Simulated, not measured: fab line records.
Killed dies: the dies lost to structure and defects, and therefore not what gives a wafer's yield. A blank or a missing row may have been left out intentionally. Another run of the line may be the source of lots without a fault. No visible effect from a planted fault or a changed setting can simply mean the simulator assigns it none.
A struck lot beside a sound one | flow n5 finfet | 14 steps out of a route of 1938
Sound: the wafers L352.1, L352.5, L352.6. Struck: wafer L342.6 (L342.1, L342.3, from the same lot, were not struck and are left out); the cause is given at the end.
Each step with rows lists, per side, the tool, then ch with its chambers, then its first start. Under that, the readings that differ: sound wafers | struck wafers | difference of the means | sigmas: that difference in standard deviations of wafers without a fault.
alike: same words and numbers on both sides, and readings whose means sit less than 2 such deviations apart. not compared: any withheld reading, any reading some wafer has no value for, any bound like >300 that may hide the same value, and any number with overlapping values for which the record gives no deviation.
The two part at a step that has a row with sigmas, a row that says differs or no value, or rows on one side only. Numbers that have no deviation but don't overlap get no sigmas and don't part them. Lack of a reading on every wafer of one side parts them only where that side has two or more wafers.

first, 4 steps without rows for these wafers: N5_BEOL_M8_SOFTBAKE_06 (time 60 s); N5_BEOL_M8_EXPOSE_08 (exposes mask M8); N5_BEOL_M8_PEB_09 (peb time 60 s); N5_BEOL_M8_DEVELOP_10 (develop time 30 s).
N5_BEOL_M8_CD_MEAS_11 targets a cd of 38.5 nm.
  sound on cd sem-02 ch 0, day 15 01:37; struck on cd sem-03 ch 0, day 11 08:38
  alike: cd nm
N5_BEOL_M8_OVL_MEAS_12:
  sound on overlay-01 ch 0, day 15 01:38; struck on overlay-01 ch 0, day 11 08:40
  alike: M8_OVL
N5_BEOL_M8_INSPECT_13: inspects for defects (brightfield).
  struck on defect inspect-02, day 11 08:42; sound on defect inspect-01, day 15 01:40
  alike: raw defect count
N5_BEOL_M8_DESCUM_16: chemistry O2, time 7.9 s.
  sound on rie diel-06 ch 1,2,3, day 15 01:44; struck on rie diel-06 ch 3, day 11 09:36
  alike: drypump motor current A, o2 flow sccm, oes product au, rf vpp V, showerhead plenum p Torr, throttle valve pct
  not compared: rf hours counter h
N5_BEOL_M8_ETCH_61: etches SiARC in CF4, target depth 45.5 nm, time 75.8 s.
  sound on rie diel-06 ch 1,2,3, day 15 01:46; struck on rie diel-06 ch 3, day 11 09:38
  alike: drypump motor current A, etch rf on time s, oes product au, rf vpp V, showerhead plenum p Torr, throttle valve pct
  not compared: rf hours counter h
N5_BEOL_M8_ETCH_62: etches SOC in N2/H2, target depth 110 nm, overetch 22 nm, time 165 s.
  sound on rie diel-06 ch 1,2,3, day 15 01:49; struck on rie diel-06 ch 3, day 11 09:41
  alike: drypump motor current A, n2 flow sccm, oes product au, rf vpp V, showerhead plenum p Torr, throttle valve pct
  not compared: rf hours counter h
then, 1 step without rows for these wafers: N5_BEOL_M8_STRIP_68 (strips in N2/H2).
N5_BEOL_M8_STRIP_67: strips in CF4.
  sound on rie diel-06 ch 1,2,3, day 15 01:58; struck on rie diel-06 ch 3, day 11 09:50
  alike: drypump motor current A, oes product au, rf vpp V, showerhead plenum p Torr, throttle valve pct
  not compared: rf hours counter h
N5_BEOL_M8_HM_OPEN_17: chemistry Cl2/BCl3, target TiN, target depth 20 nm, overetch 6 nm.
  sound on rie metal-01 ch 0,1, day 15 02:01; struck on rie metal-03 ch 0, day 11 09:53
  reading                                  | sound      | struck | difference | sigmas
  model.SOC_of_BEOL_M8_COAT_59.thk nm (nm) | 92 92 92.4 | 90.2   | -1.9       |
  alike: drypump motor current A, oes product au, throttle valve pct
  not compared: rf hours counter h
N5_BEOL_M8_STRIP_19: strips in O2.
  sound on rie diel-04 ch 0,1, day 15 02:08; struck on rie diel-05 ch 0, day 11 09:59
  reading                     | sound             | struck | difference | sigmas
  drypump motor current A (A) | 4.8 4.7 5.9       | 6.5    | +1.4       | +3
  o2 flow sccm (sccm)         | 224.4 223.6 225.8 | 226.1  | +1.5       | +2
  alike: oes product au, rf vpp V, showerhead plenum p Torr, throttle valve pct
  not compared: rf hours counter h

== WHERE THEY PART ==
At N5_BEOL_M8_STRIP_19 and nowhere else, as far as this record goes.

WHY: what had been put in by the simulator
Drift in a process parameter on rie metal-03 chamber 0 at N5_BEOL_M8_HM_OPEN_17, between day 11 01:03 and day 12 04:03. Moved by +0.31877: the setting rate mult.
